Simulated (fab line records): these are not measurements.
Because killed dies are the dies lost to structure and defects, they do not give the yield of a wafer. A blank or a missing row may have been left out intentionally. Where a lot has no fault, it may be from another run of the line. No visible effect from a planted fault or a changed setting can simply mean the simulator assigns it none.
A struck lot beside a sound one | flow nand-harc | 19 steps out of a route of 1302
Sound: the wafers L463.1, L463.4, L463.5. Struck: wafers L469.1, L469.5, L469.6. The cause is named last.
Each step with rows lists, per side, the tool, then ch with its chambers, then its first start. Under that, the readings that differ: sound wafers | struck wafers | difference of the means | sigmas: that difference in standard deviations of wafers without a fault.
alike: readings whose means differ by less than 2 such deviations, and words and numbers that are the same on both sides. not compared: withheld readings, readings that some wafer has no value for, bounds like >300 that may hide the same value, and numbers for which the record gives no deviation and whose values overlap.
The two part at a step that has a row with sigmas, a row that says differs or no value, or rows on one side only. Numbers that don't overlap but have no deviation are shown without sigmas and don't part them. A reading missing from all wafers of one side parts the sides only when that side holds two or more wafers.

NHARC_P_GATE_CD_MEAS_59 targets a cd of 720 nm.
  sound on cd-sem-01 ch 0, day 5 23:05; struck on cd-sem-01 ch 0, day 8 10:00
  alike: cd-nm
then, 1 step without rows for these wafers: NHARC_P_GATE_HARDBAKE_60 (time 80 s).
NHARC_P_GATE_DESCUM_61: chemistry O2, time 3 s.
  sound on rie-diel-01 ch 0,1, day 5 23:15; struck on rie-diel-07 ch 0,3, day 8 10:10
  alike: drypump-motor-current-A, oes-product-au, rf-vpp-V, showerhead-plenum-p-Torr, throttle-valve-pct
  not compared: rf-hours-counter-h
after that, 1 step had no rows for these wafers: NHARC_P_GATE_IMPLANT_62.
NHARC_P_GATE_STRIP_112: strips in N2/H2, time 200 s.
  sound on plasma-asher-01 ch 1, day 5 23:40; struck on plasma-asher-02 ch 0,1, day 8 10:34
  alike: drypump-motor-current-A, heater-power-w
  not compared: rf-hours-counter-h
NHARC_P_GATE_STRIP_76: strips in O2.
  sound on plasma-asher-01 ch 1, day 5 23:54; struck on plasma-asher-02 ch 0,1, day 8 10:49
  reading            | sound       | struck      | difference | sigmas
  heater-power-w (W) | 356 362 363 | 307 266 295 | -71        | -2
  alike: drypump-motor-current-A
  not compared: rf-hours-counter-h
then, 6 steps without rows for these wafers: NHARC_P_GATE_STRIP_63 (strips in SPM, time 900 s); NHARC_P_GATE_DEHYDRATE_83 (time 120 s); NHARC_P_GATE_HMDS_84 (time 30 s); NHARC_P_GATE_COAT_85; NHARC_P_GATE_SOFTBAKE_86 (time 95 s); NHARC_P_GATE_EBR_87.
NHARC_P_GATE_EXPOSE_88: exposes mask P HVN, target cd 2000 nm.
  sound on krf-scanner-01 ch 0, day 6 00:31; struck on krf-scanner-02 ch 0, day 8 11:34
  reading | sound                   | struck                           | difference | sigmas
  mask    | P_HVN#0 P_HVN#0 P_HVN#0 | P_HVN_R1#0 P_HVN_R1#0 P_HVN_R1#0 | differs    |
  alike: exposure-dose-mJ-cm2
then, 2 steps without rows for these wafers: NHARC_P_GATE_PEB_89 (peb time 85 s); NHARC_P_GATE_DEVELOP_90 (time 70 s).
NHARC_P_GATE_CD_MEAS_91 targets a cd of 2000 nm.
  sound on cd-sem-02 ch 0, day 6 00:41; struck on cd-sem-03 ch 0, day 8 11:43
  reading    | sound                | struck               | difference | sigmas
  cd-nm (nm) | 2000.2 2000.4 2002.4 | 1978.0 1978.8 1977.4 | -22.9      | -16
then, 1 step without rows for these wafers: NHARC_P_GATE_HARDBAKE_92 (time 80 s).
NHARC_P_GATE_DESCUM_93: chemistry O2, time 3 s.
  sound on rie-diel-13 ch 1,3, day 6 00:52; struck on rie-diel-13 ch 0,1, day 8 11:53
  reading                 | sound          | struck         | difference | sigmas
  model.P_GATE.cd-nm (nm) | 2001 2000 2002 | 1978 1979 1978 | -23        |
  alike: drypump-motor-current-A, oes-product-au, rf-vpp-V, showerhead-plenum-p-Torr, throttle-valve-pct
  not compared: rf-hours-counter-h
after that, 1 step had no rows for these wafers: NHARC_P_GATE_IMPLANT_94.

## WHERE THEY PART
Earliest at NHARC_P_GATE_STRIP_76; latest, in this record, at NHARC_P_GATE_CD_MEAS_91. Later steps at which nothing parts them and some readings are alike: NHARC_P_GATE_DESCUM_93.

WHY: what the simulator had put in
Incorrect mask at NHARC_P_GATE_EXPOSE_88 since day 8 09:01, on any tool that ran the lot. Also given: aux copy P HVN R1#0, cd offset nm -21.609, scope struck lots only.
